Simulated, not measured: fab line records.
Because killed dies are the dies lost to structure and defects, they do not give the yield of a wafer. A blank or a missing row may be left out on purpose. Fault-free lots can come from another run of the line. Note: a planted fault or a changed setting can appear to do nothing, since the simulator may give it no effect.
Which of the tools did it? / flow nand_harc / 6 lots with 18 wafers sampled at 5 steps, on a route of 1159 steps

== WHAT THE GAUGES SHOWED, per wafer ==
NHARC_END_SORT_01.
lot=L779; measured=day 21 15:29; on=prober-02; killed_at_other=0 0 0
lot=L784; measured=day 21 15:31; on=prober-01; killed_at_other=0 1 0
lot=L787; measured=day 22 00:01; on=prober-01; killed_at_other=0 0 0
lot=L789; measured=day 22 14:53; on=prober-02; killed_at_other=0 0 0
lot=L792; measured=day 23 07:25; on=prober-01; killed_at_other=3 2 0
lot=L801; measured=day 24 13:28; on=prober-02; killed_at_other=0 0 0

== WHICH TOOL RAN EACH LOT (tool, then ch and the chambers of the sampled wafers, then the start) ==
lot=L779; NHARC_A_CHANNEL_HOLE_D1_ETCH_20=har_etch-02 ch 0,1, day 8 07:45; NHARC_A_CHANNEL_FILL_D1_ALD_02=ald_hk-02 ch 0,2, day 8 15:54; NHARC_A_CHANNEL_FILL_D1_ALD_16=ald_hk-02 ch 0,2,3, day 9 08:16; NHARC_A_CHANNEL_FILL_D1_STRIP_28=rie_diel-09 ch 1,2,3, day 9 20:14
lot=L784; NHARC_A_CHANNEL_HOLE_D1_ETCH_20=har_etch-01 ch 0,1, day 9 15:38; NHARC_A_CHANNEL_FILL_D1_ALD_02=ald_hk-04 ch 1,2,3, day 9 21:31; NHARC_A_CHANNEL_FILL_D1_ALD_16=ald_hk-02 ch 0,1, day 10 08:40; NHARC_A_CHANNEL_FILL_D1_STRIP_28=rie_diel-03 ch 0,1,3, day 10 20:38
lot=L787; NHARC_A_CHANNEL_HOLE_D1_ETCH_20=har_etch-01 ch 0,1, day 10 02:58; NHARC_A_CHANNEL_FILL_D1_ALD_02=ald_hk-02 ch 1,2,3, day 10 09:07; NHARC_A_CHANNEL_FILL_D1_ALD_16=ald_hk-02 ch 0,1,3, day 10 20:23; NHARC_A_CHANNEL_FILL_D1_STRIP_28=rie_diel-11 ch 2,3, day 11 08:23
lot=L789; NHARC_A_CHANNEL_HOLE_D1_ETCH_20=har_etch-02 ch 0,1, day 10 23:56; NHARC_A_CHANNEL_FILL_D1_ALD_02=ald_hk-01 ch 0,3, day 11 05:40; NHARC_A_CHANNEL_FILL_D1_ALD_16=ald_hk-01 ch 1,2, day 11 16:19; NHARC_A_CHANNEL_FILL_D1_STRIP_28=rie_diel-11 ch 2,3, day 12 04:14
lot=L792; NHARC_A_CHANNEL_HOLE_D1_ETCH_20=har_etch-02 ch 0,1, day 11 18:03; NHARC_A_CHANNEL_FILL_D1_ALD_02=ald_hk-04 ch 0,2,3, day 12 01:07; NHARC_A_CHANNEL_FILL_D1_ALD_16=ald_hk-04 ch 0,2,3, day 12 13:34; NHARC_A_CHANNEL_FILL_D1_STRIP_28=rie_diel-11 ch 0,3, day 13 01:45
lot=L801; NHARC_A_CHANNEL_HOLE_D1_ETCH_20=har_etch-02 ch 0,1, day 13 23:07; NHARC_A_CHANNEL_FILL_D1_ALD_02=ald_hk-02 ch 0,1,2, day 14 05:06; NHARC_A_CHANNEL_FILL_D1_ALD_16=ald_hk-04 ch 0,1,3, day 14 17:16; NHARC_A_CHANNEL_FILL_D1_STRIP_28=rie_diel-11 ch 0,3, day 15 05:17
- NHARC_A_CHANNEL_HOLE_D1_ETCH_20: etches the open film in C4F8/O2/Ar, time 361.9 s, target depth 1600 nm.
- NHARC_A_CHANNEL_FILL_D1_ALD_02: deposits SiO2, target thk 6 nm, pulse time 10 s, ald cycles 60.
- NHARC_A_CHANNEL_FILL_D1_ALD_16: deposits SiO2, target thk 1.5 nm, pulse time 10 s, ald cycles 15.
- NHARC_A_CHANNEL_FILL_D1_STRIP_28: strips in O2, time 20 s.

== THE ANSWER, worked out from the rows above alone ==
Rule: the lots themselves supply what counts as usual. Put in order of their means at a reading, lots are off if they are a third of the lots or fewer, leave a main group of 4 or more, and stand apart from it by a gap of 3 or more times the standard deviation of the main group's means; of several such gaps the widest counts. The tables above print the reading to a certain number of digits; a main group whose means all agree to those digits is not used. A lot without any number at a reading at which 4 lots or more have one is off too. Any other lot the step has rows for is counted as sound.
No lot is off on any of the readings shown, so nothing can be concluded from this.

== WHAT THE SIMULATOR HAD INSERTED ==
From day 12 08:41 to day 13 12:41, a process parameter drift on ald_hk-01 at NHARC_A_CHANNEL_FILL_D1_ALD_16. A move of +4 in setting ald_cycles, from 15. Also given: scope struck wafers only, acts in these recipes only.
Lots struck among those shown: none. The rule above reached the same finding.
